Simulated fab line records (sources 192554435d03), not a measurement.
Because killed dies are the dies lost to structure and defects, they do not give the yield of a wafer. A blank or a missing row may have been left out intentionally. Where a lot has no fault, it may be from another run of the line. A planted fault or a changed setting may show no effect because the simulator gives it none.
A lot that was struck, set against a sound lot + flow n5_finfet + 16 steps out of a route of 1938
Sound: these wafers, L213.3, L213.4, L213.6. Struck: wafer L218.5 (L218.2, L218.4, from the same lot, were not struck and are left out); the cause is given at the end.
At each step with rows: each side's tool, then ch and its chambers, then its first start. Under that, the readings that differ: sound wafers + struck wafers + difference of the means + sigmas: that difference in standard deviations of wafers without a fault.
alike: a reading whose means differ by less than 2 such deviations, as well as words and numbers matching on both sides. not compared: withheld readings; readings where some wafer has no value; bounds like >300 that might hide an equal value; numbers whose values overlap and for which the record gives no deviation.
A row with sigmas, a row that says differs or no value, or rows on one side alone: a step with any of these is where the two part. Non-overlapping numbers with no deviation appear without sigmas and do not part them. A reading that every wafer of one side lacks parts them only if that side has two wafers or more.

first, 1 step without rows for these wafers: N5_BEOL_M0_SAQP_STRIP_80 (strips in N2/H2).
N5_BEOL_M0_SAQP_HM_OPEN_112: chemistry CHF3/O2, target SiO2, stops on a-Si, target depth 12 nm, time 13.5 s.
  sound on rie_diel-05 ch 1,2,3, day 5 22:13; struck on rie_diel-05 ch 1, day 7 11:11
  alike: drypump_motor_current_A, oes_product_au, rf_vpp_V, showerhead_plenum_p_Torr, throttle_valve_pct
  not compared: rf_hours_counter_h
then, 2 steps without rows for these wafers: N5_BEOL_M0_SAQP_STRIP_113 (strips in CHF3/O2); N5_BEOL_M0_SAQP_MANDREL_ETCH_20 (etches a-Si in HBr/Cl2, stops on SiNx, target depth 60 nm, bt time 10 s, time 30 s).
N5_BEOL_M0_SAQP_STRIP_86: strips in N2/H2.
  sound on rie_diel-05 ch 1,3, day 5 22:24; struck on rie_diel-04 ch 3, day 7 11:22
| reading      | sound             | struck | difference | sigmas |
|--------------|-------------------|--------|------------|--------|
| rf_vpp_V (V) | 121.6 124.0 124.3 | 118.6  | -4.7       | -3     |
  alike: drypump_motor_current_A, oes_product_au, showerhead_plenum_p_Torr, throttle_valve_pct
  not compared: rf_hours_counter_h
then, 2 steps without rows for these wafers: N5_BEOL_M0_SAQP_STRIP_115 (strips in post etch residue remover, time 60 s); N5_BEOL_M0_SAQP_SRD_93 (time 30 s).
N5_BEOL_M0_SAQP_RECESS_114: chemistry HF/NH3, target SiO2, target depth 14.4 nm, afs cycles 3, sublimation time 60 s.
  sound on vapor_etch-02 ch 0,1, day 5 22:50; struck on vapor_etch-02 ch 1, day 7 11:30
  alike: drypump_motor_current_A, sublimation_temp_c
N5_BEOL_M0_SAQP_SPACER1_ALD_98: deposits SiO2, target thk 12.8 nm, pulse time 1 s, purge time 2 s.
  sound on ald_sin-02 ch 0,1,3, day 5 23:06; struck on ald_sin-01 ch 0, day 7 11:53
| reading                    | sound             | struck | difference | sigmas |
|----------------------------|-------------------|--------|------------|--------|
| precursor_pulse_height_rel | 1.003 1.064 0.999 | 0.981  | -0.041     | -2     |
  alike: heater_power_w
  not compared: since_wet_clean_h
then, 1 step without rows for these wafers: N5_BEOL_M0_SAQP_SPACER1_ETCHBACK_99 (etches SiO2 in CHF3/O2, target depth 15.4 nm, time 7.7 s).
N5_BEOL_M0_SAQP_MANDREL1_REMOVE_100: chemistry HBr/Cl2/O2, target a-Si, stops on SiNx, bt time 10 s.
  sound on rie_si-03 ch 1,2,3, day 5 23:40; struck on rie_si-03 ch 0, day 7 12:27
  alike: drypump_motor_current_A, oes_product_au, throttle_valve_pct
  not compared: rf_hours_counter_h
N5_BEOL_M0_SAQP_CD_MEAS_25 targets a cd of 13.1 nm.
  sound on cd_sem-03 ch 0, day 5 23:47; struck on cd_sem-02 ch 0, day 7 12:34
  alike: cd_nm
N5_BEOL_M0_SAQP_ETCH_101: etches SiNx in CH3F/O2, target depth 29.9 nm, time 42.7 s.
  sound on rie_diel-05 ch 0,2, day 5 23:49; struck on rie_diel-05 ch 2, day 7 12:36
| reading                  | sound            | struck | difference | sigmas |
|--------------------------|------------------|--------|------------|--------|
| model.etch.depth_nm (nm) | 28.54 29.8 28.51 | 23.41  | -5.54      |        |
  alike: drypump_motor_current_A, oes_product_au, rf_vpp_V, showerhead_plenum_p_Torr, throttle_valve_pct
  not compared: rf_hours_counter_h
N5_BEOL_M0_SAQP_ETCH_102: etches SiO2 in CF4, target depth 4 nm, time 4.4 s.
  sound on rie_si-02 ch 1,2, day 5 23:56; struck on rie_si-01 ch 3, day 7 12:43
| reading                     | sound             | struck | difference | sigmas |
|-----------------------------|-------------------|--------|------------|--------|
| drypump_motor_current_A (A) | 5.7 5.3 5.7       | 6.7    | +1.1       | +2     |
| oes_product_au (a.u.)       | 0.990 0.986 0.987 | 0.855  | -0.133     | -10    |
  alike: throttle_valve_pct
  not compared: rf_hours_counter_h
then, 1 step without rows for these wafers: N5_BEOL_M0_SAQP_MANDREL_ETCH_103 (etches a-Si in HBr/Cl2, stops on SiCN, target depth 45 nm, bt time 10 s, time 27 s).
-- here the record skips 3 days between the struck wafers' starts before and after, leaving off in module BEOL_M0_SAQP and picking up in module BEOL_M4 (first step shown: number 1111 of the route) --
N5_BEOL_M4_RC_MEAS_101:
  sound on prober-02 ch 0, day 8 11:16; struck on prober-01 ch 0, day 10 03:54
| reading   | sound          | struck | difference | sigmas |
|-----------|----------------|--------|------------|--------|
| VT_P (mV) | -253 -253 -253 | -246   | +7         | +2     |
  alike: DIBL_N, DIBL_P, IOFF_N, IOFF_P, ION_N, ION_P, SS_N, SS_P, VT_N

WHERE THEY PART
First at N5_BEOL_M0_SAQP_STRIP_86; last, within this record, at N5_BEOL_M4_RC_MEAS_101.

WHY: what the simulator had put in
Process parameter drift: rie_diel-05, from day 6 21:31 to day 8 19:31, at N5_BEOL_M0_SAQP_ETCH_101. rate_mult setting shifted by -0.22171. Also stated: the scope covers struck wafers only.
